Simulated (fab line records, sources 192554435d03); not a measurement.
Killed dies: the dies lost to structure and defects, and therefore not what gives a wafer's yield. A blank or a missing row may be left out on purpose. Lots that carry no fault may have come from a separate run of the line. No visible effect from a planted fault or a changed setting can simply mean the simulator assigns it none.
Split-lot study -- flow n5Finfet -- 39 wafers read across 7 lots, on a route 1938 steps long

== SPLIT DETAILS ==
At N5_BEOL_M1_ILD_DEP_00 (deposits SiOC from DEMS/O2, target thk 79 nm, time 15.3 s), the setting targetThkA was moved away from the recipe's 790 angstrom on 18 of the 39 wafers read, by -45.3% to +52.3%. All remaining wafers had this setting at the recipe value.

There is no step in the file separating the split from the reading.

== THE READING ==
Values of M1_ILD_THK in nm from N5_BEOL_M1_THK_MEAS_01. Fault-free wafers of this fab line usually give 79.1 nm, standard deviation 1.4 nm.

wafer,"tool, chamber at the split","targetThkA as run, angstrom",against the recipe,"M1_ILD_THK, nm",against lot-mates on the recipe
L076.1,"pecvd-03, 0",790,recipe,77.5,-
L076.2,"pecvd-03, 1",1203,+52.3%,119.1,+40.6
L076.3,"pecvd-03, 2",790,recipe,78.4,-
L076.4,"pecvd-03, 1",790,recipe,79.7,-
L076.5,"pecvd-03, 0,2",1203,+52.3%,119.5,+41.0
L076.6,"pecvd-03, 0,2",1203,+52.3%,119.4,+40.9
L078.1,"pecvd-03, 1",790,recipe,77.7,-
L078.2,"pecvd-03, 0",790,recipe,77.0,-
L078.3,"pecvd-03, 2",790,recipe,77.5,-
L083.1,"pecvd-01, 2",790,recipe,78.6,-
L083.2,"pecvd-01, 1",475.2,-39.8%,48.8,-31.5
L083.3,"pecvd-01, 0",475.2,-39.8%,49.0,-31.3
L083.4,"pecvd-01, 0",790,recipe,81.6,-
L083.5,"pecvd-01, 1",475.2,-39.8%,48.8,-31.5
L083.6,"pecvd-01, 2",790,recipe,80.6,-
L084.1,"pecvd-01, 0",790,recipe,79.3,-
L084.2,"pecvd-01, 2",432,-45.3%,43.6,-36.8
L084.3,"pecvd-01, 1",432,-45.3%,43.4,-37.0
L084.4,"pecvd-01, 0",790,recipe,81.6,-
L084.5,"pecvd-01, 1",790,recipe,80.4,-
L084.6,"pecvd-01, 2",432,-45.3%,44.5,-35.9
L085.1,"pecvd-01, 0",790,recipe,78.7,-
L085.2,"pecvd-01, 1",962.8,+21.9%,95.9,+16.8
L085.3,"pecvd-01, 2",790,recipe,79.1,-
L085.4,"pecvd-01, 0",962.8,+21.9%,98.3,+19.2
L085.5,"pecvd-01, 1",790,recipe,79.6,-
L085.6,"pecvd-01, 2",962.8,+21.9%,97.5,+18.4
L093.1,"pecvd-03, 1",974.4,+23.3%,96.9,+18.1
L093.2,"pecvd-03, 0",790,recipe,78.2,-
L093.3,"pecvd-03, 2",974.4,+23.3%,96.0,+17.2
L093.4,"pecvd-03, 0",790,recipe,79.9,-
L093.5,"pecvd-03, 1",974.4,+23.3%,98.6,+19.8
L093.6,"pecvd-03, 2",790,recipe,78.4,-
L094.1,"pecvd-01, 0",790,recipe,79.2,-
L094.2,"pecvd-01, 2",1159,+46.7%,115.6,+36.2
L094.3,"pecvd-01, 1",790,recipe,78.2,-
L094.4,"pecvd-01, 1",1159,+46.7%,115.7,+36.3
L094.5,"pecvd-01, 0",790,recipe,80.7,-
L094.6,"pecvd-01, 2",1159,+46.7%,117.8,+38.4
Where a row lists several chambers, the file gives one row for several wafers and doesn't say which wafer went through which chamber.

THE FIT
A straight line over all 39 wafers: M1_ILD_THK changes by +0.778 nm for each +1% of targetThkA; r = +1.00; the points scatter about the line by 1.2 nm.
The same after taking each lot's own level away (the mean of its wafers on the recipe; 39 wafers): +0.793 nm for each +1%; r = +1.00; scatter 0.9 nm.
According to that fit, moving targetThkA by its largest amount changes the reading by 41 nm.
Across the lots, their own levels run from 77.40 to 80.43 nm, a range of 2.2 times the standard deviation given above.
The two slopes agree, so the slope changes little with the lot-to-lot level.
Check: for one of the wafers moved furthest among these (+52.3%), held out of the fit, the line's prediction against its lot-mates is +41.5 nm. Against them it came out at +40.6 nm.

== OTHER SPLITS ON THESE WAFERS ==
Note: prior to the reading, these wafers also went through further splits. Each is held against what the fit with the lots' levels taken away leaves over:
other split on the same wafers,wafers away from the commonest value,r with M1_ILD_THK (lot level and that fit taken away)
N5_ZERO_LAYER_DEVELOP_10 developTimeS,12,-0.27
N5_PMOS_HMC_CHANNEL_EPI_DEVELOP_08 developTimeS,15,+0.03
N5_SD_EPI_P_ETCH_16 targetDepthA,12,+0.00
N5_SDB_ETCH_25 timeS,15,+0.00
N5_MOL_CONTACT_COAG_DESCUM_45 timeS,15,-0.09

== THE WHOLE CHAIN: every reading that the file lists as answering this split, in the file's order ==
step,what it does,reading,change (the file's fit),r (the file's)
N5_BEOL_M1_ILD_DEP_00,"deposits SiOC from DEMS/O2, target thk 79 nm, time 15.3 s","SiOC_of_BEOL_M1_ILD_DEP_00.thkNm (the simulator's own value, which no gauge read)",+0.794 nm for each +1% of the setting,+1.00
N5_BEOL_M1_THK_MEAS_01,,M1_ILD_THK,+0.793 for each +1% of the setting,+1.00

== THE FILE'S OWN FIT ==
M1_ILD_THK changes by +0.793 nm for each +1% of targetThkA, r = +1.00.
